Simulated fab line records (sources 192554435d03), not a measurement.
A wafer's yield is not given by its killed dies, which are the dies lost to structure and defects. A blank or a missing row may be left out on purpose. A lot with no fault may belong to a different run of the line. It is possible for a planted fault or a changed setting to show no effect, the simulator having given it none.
Split-lot experiment    flow n5Finfet    7 lots, 21 wafers read, on a route of 1938 steps

## THE SPLIT ITSELF
At N5_FIN_SAQP_ETCH_65 (etches SiO2 in CF4, target depth 4 nm, time 4.4 s), the setting timeS was moved away from the recipe's 4.4 s on 7 of the 21 wafers read, by +10.6% to +17.0%. For the rest of the wafers, this setting stayed at what the recipe calls for.

The split's own step is where the reading is taken.

## THE READING
etch.depthNm (the simulator's own value, which no gauge read), in nm, at N5_FIN_SAQP_ETCH_65 (etches SiO2 in CF4, target depth 4 nm, time 4.4 s). No usual value for it is given in the file. Across the 14 wafers here that went through the recipe, the average is 3.972 nm and the standard deviation 0.063 nm.

wafer   tool, chamber at the split  timeS as run, s  against the recipe  etch.depthNm, nm  against lot-mates on the recipe
L074.2  rieSi-01, 3                 4.866            +10.6%              4.423             +0.408
L074.3  rieSi-01, 2                 4.866            +10.6%              4.522             +0.507
L074.6  rieSi-01, 1                 4.4              recipe              4.015             -
L081.3  rieSi-02, 1                 4.4              recipe              3.9               -
L081.4  rieSi-02, 1                 5.149            +17.0%              4.565             +0.665
L081.6  rieSi-02, 2                 5.149            +17.0%              4.682             +0.782
L084.1  rieSi-02, 3                 4.4              recipe              3.909             -
L084.3  rieSi-02, 0                 4.4              recipe              4.021             -
L084.4  rieSi-02, 1                 4.4              recipe              3.954             -
L087.1  rieSi-04, 2                 5.089            +15.7%              4.643             no lot-mate on the recipe
L087.2  rieSi-04, 0                 5.089            +15.7%              4.6               no lot-mate on the recipe
L087.5  rieSi-04, 1                 5.089            +15.7%              4.586             no lot-mate on the recipe
L090.2  rieSi-04, 3                 4.4              recipe              4.074             -
L090.5  rieSi-04, 2                 4.4              recipe              4.024             -
L090.6  rieSi-04, 1                 4.4              recipe              3.973             -
L091.1  rieSi-02, 3                 4.4              recipe              3.857             -
L091.3  rieSi-02, 0                 4.4              recipe              3.999             -
L091.6  rieSi-02, 3                 4.4              recipe              3.876             -
L093.2  rieSi-01, 1                 4.4              recipe              3.991             -
L093.3  rieSi-01, 3                 4.4              recipe              3.973             -
L093.4  rieSi-01, 2                 4.4              recipe              4.04              -

FIT RESULTS
A straight line over all 21 wafers: etch.depthNm changes by +0.0405 nm for each +1% of timeS; r = +0.98; the points scatter about the line by 0.065 nm.
The same after taking each lot's own level away (the mean of its wafers on the recipe; 18 wafers): +0.0427 nm for each +1%; r = +0.98; scatter 0.048 nm.
On that fit, the largest move of timeS shifts the reading by 0.73 nm.
The lots' own levels span 3.9000 to 4.0237 nm, that is 2.0 times the standard deviation above.
The two slopes are in agreement: the lot-to-lot level therefore moves the slope only a little.
Check: +0.762 nm against its lot-mates is what the line predicts for one of the wafers moved furthest among these (+17.0%) when that wafer is left out of the fit. Against them it came out at +0.665 nm.

## ADDITIONAL SPLITS CARRIED BY THESE WAFERS
Note: prior to the reading, these wafers also went through further splits. Each is held against what the fit with the lots' levels taken away leaves over:
other split on the same wafers                   wafers away from the commonest value  r with etch.depthNm (lot level and that fit taken away)
N5_PMOS_HMC_CHANNEL_EPI_PEB_07 pebTimeS          6                                     -0.06
N5_PMOS_HMC_CHANNEL_EPI_DEVELOP_08 developTimeS  4                                     -0.20

## THE FILE'S OWN FIT
etch.depthNm changes by +0.0427 nm for each +1% of timeS, r = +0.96.
